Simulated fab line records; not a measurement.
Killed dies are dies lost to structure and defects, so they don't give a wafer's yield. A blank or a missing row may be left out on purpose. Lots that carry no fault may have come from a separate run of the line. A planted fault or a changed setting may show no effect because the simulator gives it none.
fab line records	flow nand-harc
record: lots: 5	wafers: 15	last-day: 34
route steps=1302 shown THIN_TSV@1290 END@1301
lots that met no fault: from a run of the same line without faults
start-h: the number of hours between the record's first day and the start of the first shown wafer of the lot	wait-h: time in hours since the lot's previous step	" same as the row above	L1.1+2: a row that stands for several wafers	- value missing, or start not given	* or withheld: withheld	< > ~ a bound
route shown NAME@n: names a module that has steps shown in the file, with the first one's number in the route	usual: mean/standard deviation of fault-free wafers	same: alike in all rows	chamber/n: place in a boat	sites: readings site by site	_std_site: their standard deviation	_edge_site: inner sites' mean taken away from outer sites' mean	radius-mm: how far each site lies from the wafer's centre	mask NAME#n: copy n	behind: tool/chamber where the wafer was last shaped	hold: why the lot was held/for how many hours/how that ended	device: transistor that didn't switch, given as n, p or np	end of line: tests run on the same wafers once the route is complete	for a step that has no rows: nothing shown but its recipe	killed: not the wafer's yield, but the dies lost to structure and defects at the first sort	map: per-die view of a wafer (x killed, . not killed, _ where there is no die)
set.NAME: the setting the step ran with; set.NAME@STEP: the setting that earlier step ran with	model.NAME: the simulator's own value behind a step, which no gauge read
lots at selected steps of the route; one table per step, one row per wafer
services: the hour from which a tool's chamber was out of use, counted from the record's first day as start-h (under 0 if before that day), plus the number of hours and why
== steps ==
step: NHARC_THIN_TSV_DEVELOP_32
recipe: time-s: 70
usual: resist-line-temp-C: 23.01/0.12
lot.wafer	tool	chamber	start-h	wait-h	resist-line-temp-C
L077.1	litho-track-03	0	-	-	23.15
L077.3	"	0	"	"	23.10
L077.5	"	0	"	"	23.08
L080.1	litho-track-03	0	-	-	22.81
L080.2	"	0	"	"	22.76
L080.5	"	0	"	"	22.77
L084.1	litho-track-02	0	-	-	23.29
L084.2	"	0	"	"	23.17
L084.3	"	0	"	"	23.11
L090.3	litho-track-05	0	-	-	23.01
L090.4	"	0	"	"	23.01
L090.5	"	0	"	"	22.99
L096.2	litho-track-03	0	-	-	22.98
L096.5	"	0	"	"	22.91
L096.6	"	0	"	"	22.91
step: NHARC_THIN_TSV_CD_MEAS_33
recipe: target-cd-nm: 5000	landing-energy-ev: 500
usual: cd-nm: 4999.2/1.8
lot.wafer	tool	chamber	start-h	wait-h	cd-nm
L077.1	cd-sem-02	0	576.20	-	4996.1
L077.3	"	0	"	"	4999.0
L077.5	"	0	"	"	4997.1
L080.1	cd-sem-01	0	613.28	-	4998.9
L080.2	"	0	"	"	5000.0
L080.5	"	0	"	"	4997.8
L084.1	cd-sem-02	0	660.50	-	4997.2
L084.2	"	0	"	"	5000.2
L084.3	"	0	"	"	4996.9
L090.3	cd-sem-03	0	711.58	-	4999.5
L090.4	"	0	"	"	4999.3
L090.5	"	0	"	"	5000.0
L096.2	cd-sem-02	0	797.02	-	4997.3
L096.5	"	0	"	"	4999.7
L096.6	"	0	"	"	4999.8
step: NHARC_THIN_TSV_HARDBAKE_34
recipe: temp-c: 125	time-s: 80
usual: resist-line-temp-C: 22.99/0.11
lot.wafer	tool	chamber	start-h	wait-h	resist-line-temp-C
L077.1	litho-track-05	0	576.28	-	22.93
L077.3	"	0	"	"	22.95
L077.5	"	0	"	"	23.00
L080.1	litho-track-02	0	613.36	-	22.81
L080.2	"	0	"	"	22.88
L080.5	"	0	"	"	22.90
L084.1	litho-track-03	0	660.58	-	22.94
L084.2	"	0	"	"	23.06
L084.3	"	0	"	"	23.02
L090.3	litho-track-02	0	711.66	-	22.94
L090.4	"	0	"	"	22.92
L090.5	"	0	"	"	22.99
L096.2	litho-track-02	0	797.10	-	22.97
L096.5	"	0	"	"	22.94
L096.6	"	0	"	"	23.08
step: NHARC_THIN_TSV_DESCUM_35
recipe: time-s: 3	o2-flow-sccm: 200	ar-flow-sccm: 0	bias-power-w: 0	chemistry: O2
usual: drypump-motor-current-A: 5.8/0.41	oes-product-au: 1.000/0.0094	rf-vpp-V: 58.0/0.83	showerhead-plenum-p-Torr: 1.98/0.046	throttle-valve-pct: 11.310/0.0094
lot.wafer	tool	chamber	start-h	wait-h	drypump-motor-current-A	oes-product-au	rf-hours-counter-h	rf-vpp-V	showerhead-plenum-p-Torr	throttle-valve-pct
L077.3	rie-diel-06	2	576.36	-	5.2	1.010	4	57.1	1.98	11.308
L077.1	"	0	"	"	6.3	1.001	2	58.0	1.97	11.298
L077.5	"	3	"	"	5.7	0.989	-	57.4	1.96	11.301
L080.1	rie-diel-07	2	613.44	-	5.0	1.007	8	58.5	2.05	11.301
L080.2	"	3	"	"	6.1	0.977	11	59.2	2.01	11.309
L080.5	"	3	"	"	6.1	0.987	-	57.4	2.01	11.294
L084.3	rie-diel-06	1	660.67	-	6.2	0.992	9	58.6	1.98	11.316
L084.2	"	2	"	"	5.2	1.006	8	57.8	1.98	11.309
L084.1	"	3	"	"	5.8	0.989	7	58.0	1.96	11.309
L090.3	rie-diel-07	1	711.74	-	5.7	0.981	3	57.7	1.98	11.294
L090.5	"	3	"	"	6.2	0.987	-	58.7	2.00	11.305
L090.4	"	0	"	"	6.0	0.980	-	58.3	1.95	11.327
L096.2	rie-diel-07	0	797.20	-	6.0	0.996	7	58.4	1.94	11.312
L096.6	"	2	"	"	5.0	1.023	-	58.5	2.04	11.309
L096.5	"	3	"	"	6.2	1.014	-	58.5	2.00	11.325
step: NHARC_THIN_TSV_ETCH_59
recipe: target-depth-a: 8800	icp-w: 900	bias-w: 100	Cl2_flow_sccm: 60	bcl3-flow-sccm: 30	time-s: 138.1	chemistry: Cl2/BCl3
usual: bcl3-flow-sccm: 30.01/0.082	drypump-motor-current-A: 5.6/0.6	mfc-cl2-sccm: 60.00/0.2	oes-product-au: 0.997/0.0085	throttle-valve-pct: 22.265/0.0098
lot.wafer	tool	chamber	start-h	wait-h	bcl3-flow-sccm	drypump-motor-current-A	mfc-cl2-sccm	oes-product-au	rf-hours-counter-h	throttle-valve-pct
L077.1	rie-metal-03	1	576.49	0.1	29.99	5.7	60.25	1.004	1.0	22.270
L077.3	"	1	"	"	30.00	5.8	60.17	1.003	-	22.267
L077.5	"	0	"	"	30.03	4.9	59.95	0.979	-	22.247
L080.2	rie-metal-02	0	613.57	0.1	30.11	5.7	60.19	0.998	2.6	22.263
L080.1	"	1	"	"	29.97	6.6	60.04	0.996	2.6	22.269
L080.5	"	1	"	"	30.02	6.6	59.70	0.998	-	22.262
L084.1	rie-metal-01	0	660.79	0.1	30.05	5.1	60.11	0.997	1.1	22.264
L084.2	"	1	"	"	30.04	4.9	59.72	1.002	1.1	22.264
L084.3	"	1	"	"	30.05	4.9	59.93	0.997	-	22.276
L090.3	rie-metal-02	1	711.97	0.2	30.08	6.6	59.91	0.999	-	22.259
L090.4	"	0	"	"	30.06	5.7	60.06	0.991	-	22.269
L090.5	"	0	"	"	29.96	5.8	60.00	0.990	-	22.267
L096.2	rie-metal-02	1	797.34	0.1	29.82	6.6	60.26	1.007	2.6	22.263
L096.6	"	0	"	"	30.02	5.7	59.99	0.994	-	22.268
L096.5	"	1	"	"	29.99	6.6	59.94	1.004	-	22.281
step: NHARC_THIN_TSV_ETCH_36
recipe: target-depth-a: 650	over-etch-frac: 0.3	time-s: 18.571	ion-energy-ev: 150	chemistry: Cl2/BCl3
usual: drypump-motor-current-A: 5.6/0.6	oes-product-au: 0.997/0.0078
lot.wafer	tool	chamber	start-h	wait-h	drypump-motor-current-A	oes-product-au	rf-hours-counter-h
L077.1	rie-metal-03	0	576.75	0.2	4.9	0.991	1.1
L077.3	"	0	"	"	4.9	0.985	-
L077.5	"	0	"	"	4.9	0.986	-
L080.2	rie-metal-02	1	613.83	0.2	6.6	0.994	2.8
L080.1	"	0	"	"	5.8	0.996	2.8
L080.5	"	1	"	"	6.6	1.002	-
L084.2	rie-metal-01	0	661.05	0.2	5.1	1.000	1.2
L084.1	"	1	"	"	4.9	1.019	1.2
L084.3	"	1	"	"	4.9	1.004	-
L090.3	rie-metal-02	1	712.17	0.2	6.6	0.996	-
L090.4	"	0	"	"	5.8	0.997	-
L090.5	"	1	"	"	6.6	1.004	-
L096.2	rie-metal-02	1	797.56	0.2	6.6	1.004	2.7
L096.6	"	1	"	"	6.6	0.996	-
L096.5	"	0	"	"	5.8	0.987	-
step: NHARC_THIN_TSV_STRIP_56
recipe: power-w: 1500	temp-c: 250	chemistry: O2
usual: drypump-motor-current-A: 5.7/0.41	heater-power-w: 330/33
lot.wafer	tool	chamber	start-h	wait-h	drypump-motor-current-A	heater-power-w	rf-hours-counter-h
L077.1	plasma-asher-01	0	576.89	0.1	6.3	313	8
L077.3	"	0	"	"	6.3	316	-
L077.5	"	0	"	"	6.3	316	-
L080.2	plasma-asher-02	0	613.93	0.1	5.8	337	0
L080.1	"	1	"	"	5.3	386	0
L080.5	"	1	"	"	5.4	384	-
L084.1	plasma-asher-01	0	661.14	0.1	6.2	307	27
L084.2	"	1	"	"	5.3	307	27
L084.3	"	1	"	"	5.3	305	-
L090.3	plasma-asher-02	1	712.35	0.2	5.4	395	-
L090.4	"	0	"	"	5.8	337	-
L090.5	"	0	"	"	5.8	338	-
L096.2	plasma-asher-01	1	797.71	0.1	5.3	294	20
L096.5	"	0	"	"	6.3	337	-
L096.6	"	1	"	"	5.3	299	-
step: NHARC_THIN_TSV_STRIP_57
recipe: time-s: 1200	temp-c: 72.5	chemistry: post-etch-residue-remover
usual: bath-guard-temp-C: 72.5/0.6
lot.wafer	tool	chamber	start-h	wait-h	bath-guard-temp-C
L077.3	wet-bench-08	3	577.20	0.2	72.5
L077.5	"	6	"	"	72.6
L077.1	"	7	"	"	72.6
L080.2	wet-bench-08	1	614.28	0.3	73.1
L080.5	"	3	"	"	72.5
L080.1	"	6	"	"	72.5
L084.2	wet-bench-10	3	661.49	0.3	72.8
L084.1	"	4	"	"	72.4
L084.3	"	7	"	"	73.6
L090.3	wet-bench-10	3	712.63	0.2	72.6
L090.5	"	5	"	"	73.2
L090.4	"	6	"	"	72.6
L096.5	wet-bench-10	5	798.05	0.1	72.9
L096.6	"	6	"	"	72.7
L096.2	"	7	"	"	73.5
step: NHARC_THIN_TSV_CD_MEAS_37
usual: cd-nm: 5000.0/2.7
lot.wafer	tool	chamber	start-h	wait-h	cd-nm
L077.1	cd-sem-03	-	577.65	-	4994.8
L077.3	"	-	"	"	4999.9
L077.5	"	-	"	"	4996.3
L080.1	cd-sem-01	-	614.72	-	4999.8
L080.2	"	-	"	"	5002.4
L080.5	"	-	"	"	4992.9
L084.1	cd-sem-02	-	661.94	-	4996.5
L084.2	"	-	"	"	4999.4
L084.3	"	-	"	"	4995.0
L090.3	cd-sem-03	-	713.06	-	4997.5
L090.4	"	-	"	"	5001.6
L090.5	"	-	"	"	5003.8
L096.2	cd-sem-01	-	798.48	-	4996.6
L096.5	"	-	"	"	5000.4
L096.6	"	-	"	"	5002.2
step: NHARC_THIN_TSV_ANNEAL_58
recipe: temp-c: 400	time-s: 1800
usual: spike-tc-bottom-C: 426.5/1.6	spike-tc-centre-C: 400.6/1.1
lot.wafer	tool	chamber	start-h	wait-h	spike-tc-bottom-C	spike-tc-centre-C
L077.1	furnace-08	0	580.72	3.1	427.7	399.8
L077.3	"	0	"	"	427.4	400.8
L077.5	"	0	"	"	427.1	399.7
L080.1	furnace-08	0	617.79	3.1	426.4	400.1
L080.2	"	0	"	"	428.1	400.0
L080.5	"	0	"	"	425.2	400.6
L084.1	furnace-08	0	665.22	3.3	426.9	402.0
L084.2	"	0	"	"	427.6	402.2
L084.3	"	0	"	"	425.9	399.0
L090.3	furnace-01	0	716.26	3.2	421.7	399.4
L090.4	"	0	"	"	424.0	401.1
L090.5	"	0	"	"	423.5	400.0
L096.2	furnace-08	0	801.53	3.1	428.3	400.8
L096.5	"	0	"	"	425.7	399.2
L096.6	"	0	"	"	427.7	401.4
step: NHARC_THIN_TSV_INSPECT_40
usual: raw-defect-count: 582/100
lot.wafer	tool	chamber	start-h	wait-h	raw-defect-count
L077.1	defect-inspect-02	-	582.16	0.4	468
L077.3	"	-	"	"	449
L077.5	"	-	"	"	543
L080.1	defect-inspect-02	-	619.22	0.4	549
L080.2	"	-	"	"	617
L080.5	"	-	"	"	570
L084.1	defect-inspect-01	-	666.68	0.4	622
L084.2	"	-	"	"	484
L084.3	"	-	"	"	504
L090.3	defect-inspect-01	-	717.70	0.4	601
L090.4	"	-	"	"	567
L090.5	"	-	"	"	543
L096.2	defect-inspect-01	-	802.98	0.4	816
L096.5	"	-	"	"	621
L096.6	"	-	"	"	572
step: NHARC_END_WLT_00
usual: VT_DECK1_BOTTOM: 0.871/0.0069	VT_DECK1_BOTTOM_INNER: 0.871/0.0077	VT_DECK1_MEDIAN_NEAR_BOTTOM: 0.872/0.0076	VT_DECK1_MEDIAN_NEAR_BOTTOM_INNER: 0.872/0.0075	VT_DECK1_MIDDLE: 0.883/0.0076	VT_DECK1_MIDDLE_INNER: 0.884/0.0072	VT_DECK1_TOP: 0.895/0.0072	VT_DECK1_TOP_INNER: 0.895/0.0075	VT_DECK2_BOTTOM: 0.873/0.0079	VT_DECK2_BOTTOM_INNER: 0.872/0.0076	VT_DECK2_MEDIAN_NEAR_BOTTOM: 0.873/0.0082	VT_DECK2_MEDIAN_NEAR_BOTTOM_INNER: 0.874/0.0076	VT_DECK2_MIDDLE: 0.886/0.0077	VT_DECK2_MIDDLE_INNER: 0.885/0.0087	VT_DECK2_TOP: 0.896/0.0081	VT_DECK2_TOP_INNER: 0.897/0.0089
lot.wafer	tool	chamber	start-h	wait-h	VT_DECK1_BOTTOM	VT_DECK1_BOTTOM_INNER	VT_DECK1_MEDIAN_NEAR_BOTTOM	VT_DECK1_MEDIAN_NEAR_BOTTOM_INNER	VT_DECK1_MIDDLE	VT_DECK1_MIDDLE_INNER	VT_DECK1_TOP	VT_DECK1_TOP_INNER	VT_DECK2_BOTTOM	VT_DECK2_BOTTOM_INNER	VT_DECK2_MEDIAN_NEAR_BOTTOM	VT_DECK2_MEDIAN_NEAR_BOTTOM_INNER	VT_DECK2_MIDDLE	VT_DECK2_MIDDLE_INNER	VT_DECK2_TOP	VT_DECK2_TOP_INNER
L077.1	prober-02	-	582.22	0.1	0.869	0.877	0.875	0.877	0.886	0.885	0.905	0.899	0.893	0.884	0.885	0.883	0.900	0.889	0.895	0.900
L077.3	"	-	"	"	0.877	0.879	0.873	0.880	0.887	0.891	0.902	0.898	0.878	0.876	0.885	0.879	0.888	0.898	0.904	0.895
L077.5	"	-	"	"	0.881	0.867	0.878	0.874	0.882	0.891	0.902	0.908	0.878	0.882	0.887	0.879	0.891	0.899	0.901	0.900
L080.1	prober-02	-	619.28	0.1	0.873	0.872	0.873	0.873	0.873	0.878	0.890	0.894	0.875	0.883	0.877	0.876	0.895	0.889	0.900	0.907
L080.2	"	-	"	"	0.864	0.872	0.871	0.873	0.878	0.887	0.892	0.887	0.884	0.880	0.877	0.872	0.888	0.894	0.910	0.909
L080.5	"	-	621.25	2.0	0.878	0.865	0.873	0.873	0.875	0.887	0.889	0.891	0.879	0.884	0.877	0.880	0.892	0.898	0.903	0.906
L084.1	prober-02	-	666.74	0.1	0.874	0.882	0.872	0.875	0.883	0.887	0.887	0.891	0.877	0.876	0.876	0.872	0.889	0.884	0.894	0.907
L084.2	"	-	"	"	0.863	0.866	0.863	0.872	0.875	0.872	0.888	0.886	0.883	0.876	0.885	0.881	0.894	0.893	0.901	0.905
L084.3	"	-	"	"	0.864	0.864	0.865	0.863	0.875	0.878	0.891	0.890	0.879	0.878	0.885	0.879	0.895	0.891	0.900	0.905
L090.3	prober-01	-	718.73	1.0	0.874	0.875	0.871	0.868	0.889	0.903	0.899	0.894	0.874	0.875	0.872	0.879	0.889	0.889	0.901	0.902
L090.4	"	-	"	"	0.871	0.861	0.871	0.875	0.891	0.892	0.905	0.895	0.878	0.875	0.878	0.879	0.888	0.896	0.902	0.907
L090.5	"	-	"	"	0.877	0.873	0.877	0.875	0.884	0.897	0.902	0.899	0.878	0.872	0.874	0.878	0.884	0.881	0.909	0.910
L096.2	prober-01	-	811.24	8.3	0.863	0.867	0.864	0.861	0.883	0.888	0.899	0.906	0.858	0.860	0.862	0.869	0.876	0.876	0.901	0.887
L096.5	"	-	812.75	9.8	0.882	0.870	0.874	0.875	0.878	0.890	0.896	0.893	0.866	0.859	0.858	0.869	0.877	0.877	0.893	0.881
L096.6	"	-	"	"	0.867	0.864	0.879	0.866	0.886	0.889	0.900	0.894	0.867	0.862	0.868	0.858	0.876	0.875	0.889	0.895
step: NHARC_END_SORT_01
recipe: temp-c: 25
usual: defect-limited-yield: 91.5/2.4	killed-at-array: 52/17	killed-at-other: 0.9/1.2	killed-at-periphery: 3.9/2.7	killed-dies: 57/16	killed-open: 3.3/1.9	killed-short: 2.5/1.5	sort_bin_2_pct: 3.0/1.2	sort_bin_3_pct: 0.6/0.34	sort_bin_4_pct: 4.8/1.3	sort-n-pass: 620/16	sort-rim-yield-pct: 89/4.3	sort-yield-pct: 91.5/2.4
same: gross-dies: 677	sort_bin_5_pct[%]: 0	sort_bin_6_pct[%]: 0	sort_bin_7_pct[%]: 0	sort_bin_8_pct[%]: 0	sort-rim-n-gross: 106.00
lot.wafer	tool	chamber	start-h	wait-h	defect-limited-yield[%]	killed-at-array	killed-at-other	killed-at-periphery	killed-dies	killed-open	killed-short	sort_bin_2_pct[%]	sort_bin_3_pct[%]	sort_bin_4_pct[%]	sort-n-pass	sort-rim-yield-pct[%]	sort-yield-pct[%]
L077.1	prober-02	0	585.19	2.5	89.8	60	1	8	69	3	0	3.8	0.7	5.6	608	89	89.8
L077.3	prober-02	0	586.78	3.1	88.9	68	1	6	75	2	4	5.2	0.3	5.6	602	92	88.9
L077.5	prober-02	0	588.37	3.7	88.0	69	5	7	81	2	2	5.9	0.4	5.6	596	83	88.0
L084.2	prober-02	0	670.59	2.8	94.4	29	1	8	38	1	0	1.8	0.3	3.5	639	88	94.4
L090.3	prober-01	0	722.30	3.1	93.5	34	2	8	44	4	3	2.5	0.7	3.2	633	91	93.5
L090.4	prober-01	0	723.10	3.4	91.1	57	0	3	60	1	3	3.0	0.9	5.0	617	89	91.1
L090.5	prober-01	0	723.90	3.7	92.0	48	2	4	54	3	2	2.1	0.7	5.2	623	86	92.0
L096.2	prober-01	0	814.57	2.8	91.0	60	0	1	61	1	1	3.1	0.6	5.3	616	86	91.0
L096.5	prober-01	0	817.02	3.8	92.9	45	0	3	48	6	4	3.7	0.9	2.5	629	91	92.9
L096.6	prober-01	0	817.84	4.1	95.7	28	0	1	29	3	5	1.5	0.3	2.5	648	89	95.7
killed by level:class
L077.1 A_CHANNEL_HOLE_D1:chamber-film-flake=34 A_SLIT:chamber-film-flake=18 P_STI:chamber-film-flake=5 A_CHANNEL_HOLE_D2:chamber-film-flake=4 P_GATE:geometric-particle:open=1 P_CONTACT:geometric-particle:open=1 A_CHANNEL_HOLE_D1:geometric-particle:open=1 P_GATE:chamber-film-flake=1
L077.3 A_CHANNEL_HOLE_D1:chamber-film-flake=30 A_SLIT:chamber-film-flake=17 A_CHANNEL_HOLE_D2:chamber-film-flake=7 A_STAIRCASE:chamber-film-flake=6 A_CONTACT:chamber-film-flake=5 A_DECK1_JOINT:geometric-particle:open=2 P_ZERO_WELL:chamber-film-flake=2 P_STI:chamber-film-flake=2
L077.5 A_CHANNEL_HOLE_D1:chamber-film-flake=35 A_SLIT:chamber-film-flake=19 A_CHANNEL_HOLE_D2:chamber-film-flake=8 A_CONTACT:chamber-film-flake=4 A_STAIRCASE:chamber-film-flake=3 THIN_TSV:chamber-film-flake=3 P_STI:chamber-film-flake=2 P_GATE:chamber-film-flake=2
L084.2 A_SLIT:chamber-film-flake=11 A_CONTACT:chamber-film-flake=8 A_CHANNEL_HOLE_D1:chamber-film-flake=6 P_GATE:chamber-film-flake=5 A_M1:chamber-film-flake=3 P_ZERO_WELL:chamber-film-flake=2 P_M0:geometric-particle:open=1 A_STAIRCASE:chamber-film-flake=1
L090.3 A_STAIRCASE:chamber-film-flake=8 A_SLIT:chamber-film-flake=7 A_CHANNEL_HOLE_D2:chamber-film-flake=6 A_CONTACT:chamber-film-flake=3 A_ONON_D1:geometric-particle:open=2 P_ZERO_WELL:chamber-film-flake=2 P_M2:chamber-film-flake=2 A_BONDPAD:chamber-film-flake=2
L090.4 A_CHANNEL_HOLE_D2:chamber-film-flake=17 A_STAIRCASE:chamber-film-flake=11 A_CHANNEL_HOLE_D1:chamber-film-flake=7 A_CONTACT:chamber-film-flake=5 A_SLIT:chamber-film-flake=5 A_BONDPAD:chamber-film-flake=4 P_M2:chamber-film-flake=2 A_WL_FILL:chamber-film-flake=2
L090.5 A_CHANNEL_HOLE_D2:chamber-film-flake=17 A_STAIRCASE:chamber-film-flake=7 A_CHANNEL_HOLE_D1:chamber-film-flake=6 A_SLIT:chamber-film-flake=5 P_GATE:chamber-film-flake=2 P_M2:chamber-film-flake=2 A_DECK1_JOINT:chamber-film-flake=2 A_WL_FILL:chamber-film-flake=2
L096.2 A_SLIT:chamber-film-flake=30 A_CONTACT:chamber-film-flake=11 A_CHANNEL_HOLE_D2:chamber-film-flake=10 A_CHANNEL_HOLE_D1:chamber-film-flake=6 A_CHANNEL_FILL_D1:geometric-particle:short=1 A_CHANNEL_FILL_D1:geometric-particle:open=1 P_GATE:chamber-film-flake=1 A_STAIRCASE:chamber-film-flake=1
L096.5 A_SLIT:chamber-film-flake=15 A_CHANNEL_HOLE_D2:chamber-film-flake=11 A_CHANNEL_HOLE_D1:chamber-film-flake=4 A_CONTACT:chamber-film-flake=4 P_M0:geometric-particle:open=2 A_CHANNEL_FILL_D2:geometric-particle:open=2 A_STAIRCASE:chamber-film-flake=2 A_WL_FILL:chamber-film-flake=2
L096.6 A_CHANNEL_HOLE_D1:chamber-film-flake=5 A_CHANNEL_HOLE_D2:chamber-film-flake=5 A_SLIT:chamber-film-flake=4 A_CONTACT:chamber-film-flake=4 A_M0:geometric-particle:short=2 P_CONTACT:geometric-particle:short=1 A_CHANNEL_FILL_D1:geometric-particle:short=1 A_SGD_CUT:geometric-particle:open=1
== services ==
tool	chamber	start-h	hours	kind
wet-bench-08	-	553.70	0.5	repair
rie-metal-01	-	575.00	9.0	pm
litho-track-02	-	577.00	7.0	pm
rie-diel-06	0	585.63	6.0	repair
rie-diel-07	3	601.73	5.8	repair
plasma-asher-02	-	603.00	9.0	pm
rie-diel-06	3	612.88	6.3	repair
litho-track-03	-	625.01	7.0	pm
plasma-asher-01	-	625.37	3.0	repair
rie-metal-02	-	631.00	9.0	pm
rie-diel-06	3	644.62	5.8	repair
wet-bench-08	-	646.41	8.0	pm
rie-diel-07	-	648.22	9.0	pm
wet-bench-10	-	663.22	8.0	pm
rie-diel-07	3	675.86	4.0	repair
rie-diel-07	0	687.63	14.5	repair
rie-diel-07	1	692.77	5.0	repair
plasma-asher-01	-	696.72	9.0	pm
rie-diel-07	2	709.38	3.7	repair
rie-metal-02	1	717.95	10.7	repair
litho-track-02	-	752.00	7.0	pm
rie-diel-07	2	785.91	4.5	repair
litho-track-03	-	800.01	7.0	pm
plasma-asher-01	-	800.38	3.5	repair
== key ==
fault none
